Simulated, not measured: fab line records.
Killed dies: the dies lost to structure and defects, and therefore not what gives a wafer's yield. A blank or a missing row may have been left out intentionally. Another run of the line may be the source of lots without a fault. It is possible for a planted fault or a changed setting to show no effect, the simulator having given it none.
8D (eight disciplines) problem report, filled in by code + flow n5_finfet + the parts of the form that need people (team, actions taken, sign-off) are left out

1. PROBLEM STATEMENT
Mean of platen_rpm at N5_MOL_CONTACT_COAG_CMP_52: 48.30 rpm across 2 wafers in 2 lots; on wafers with no fault it is 50.29 rpm (standard deviation 0.032). Relative to the usual mean, that is a shift of -62 standard deviations.
The step: polishes, stops on SiO2, t overpolish 1.5 s, target thk 66.5 nm.
Earliest sighting: wafer L751.1 on cmp-02 at day 8 14:49. Wafers with a number at this step in the record: 27, from 9 lots. By rule, "out" or "out of limits" means more than 4 standard deviations away from the usual mean. The other wafers with a number count as sound.

2. WHAT IT IS AND WHAT IT IS NOT
| question                    | is               | is not                                                                          |
|-----------------------------|------------------|---------------------------------------------------------------------------------|
| which readings at this step | platen_rpm       | motor_current_A, overpolish_run_s, time_to_endpoint_s                           |
| which lots                  | L751, L753       | L739, L742, L743, L745, L749, L760, L761                                        |
| which wafers of those lots  | L751.1, L753.3   | L751.4, L751.6, L753.2, L753.5                                                  |
| read on which tools         | cmp-02           | cmp-01, cmp-04                                                                  |
| when                        | from day 8 14:49 | up to then (17 sound wafers); but 8 sound wafers of L753, L760, L761 came after |

3. SUSPECTS, AND WHAT RULES EACH OUT
Counting: any tool at a process step up to the reading remains a suspect provided it ran every lot that is out. Sound lots after the first of them don't rule it out here, since some wafers of a struck lot are sound.
- rie_diel-04 at N5_MOL_CONTACT_COAG_ETCHBACK_134 (etches SiO2 in CHF3, target depth 10 nm, time 6.7 s): kept. Every lot that is out went through it, the first being L751 (day 8 13:38); the last sound lot it ran before that was L749 (day 7 21:35).
- rie_diel-04 at N5_MOL_CONTACT_COAG_ETCH_48 (etches SiOC in C4F6/O2, target depth 15 nm, overetch 4.5 nm, time 17 s): kept. Every lot that is out went through it, the first being L751 (day 8 13:58); the last sound lot it ran before that was L749 (day 7 21:49).
- rie_diel-04 at N5_MOL_CONTACT_COAG_STRIP_72 (strips in N2/H2): kept. Every lot that is out went through it, the first being L751 (day 8 14:03); the last sound lot it ran before that was L749 (day 7 21:52).
- cmp-02 at N5_MOL_CONTACT_COAG_CMP_52 (polishes, stops on SiO2, t overpolish 1.5 s, target thk 66.5 nm): kept. Every lot that is out went through it, the first being L751 (day 8 14:49); the last sound lot it ran before that was L749 (day 7 22:36). On those wafers its own readings are out: platen_rpm.
- Within cmp-02 at N5_MOL_CONTACT_COAG_CMP_52: the wafers that are out ran in chamber 0; their sound lot-mates ran in chambers 1, 3.
Left after counting: rie_diel-04 at N5_MOL_CONTACT_COAG_ETCHBACK_134, rie_diel-04 at N5_MOL_CONTACT_COAG_ETCH_48, rie_diel-04 at N5_MOL_CONTACT_COAG_STRIP_72, cmp-02 at N5_MOL_CONTACT_COAG_CMP_52.

4. THE CAUSE (what the simulator had put in)
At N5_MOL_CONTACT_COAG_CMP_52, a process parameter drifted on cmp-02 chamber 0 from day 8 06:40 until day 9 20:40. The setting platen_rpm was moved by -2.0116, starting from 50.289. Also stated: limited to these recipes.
This tool is one of the 4 suspects left after counting.

5. THE EFFECT CHAIN, in route order
Each row: a reading whose mean over the struck wafers that have a number lies more than 3 standard deviations from the usual. Scope: only readings with a usual standard deviation given in the record; hours: median across lots of the time from each lot's start at the first step in this table that gives one to its start at this step; sigmas: change in usual standard deviations.
| hours | step                       | reading    | usual     | on struck wafers | change | sigmas |
|-------|----------------------------|------------|-----------|------------------|--------|--------|
| 0     | N5_MOL_CONTACT_COAG_CMP_52 | platen_rpm | 50.29 rpm | 48.30            | -1.99  | -62    |
The process steps in it:
- N5_MOL_CONTACT_COAG_CMP_52: polishes, stops on SiO2, t overpolish 1.5 s, target thk 66.5 nm.
At these later measuring or inspecting steps, every struck wafer for which the step has a row has a number for every such reading, and none has moved that far: N5_BEOL_M4_RC_MEAS_101.

6. HOW IT WOULD HAVE BEEN CAUGHT EARLIER
In this record the first reading out of limits was taken at day 8 14:49, 8 hours after the fault began at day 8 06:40.
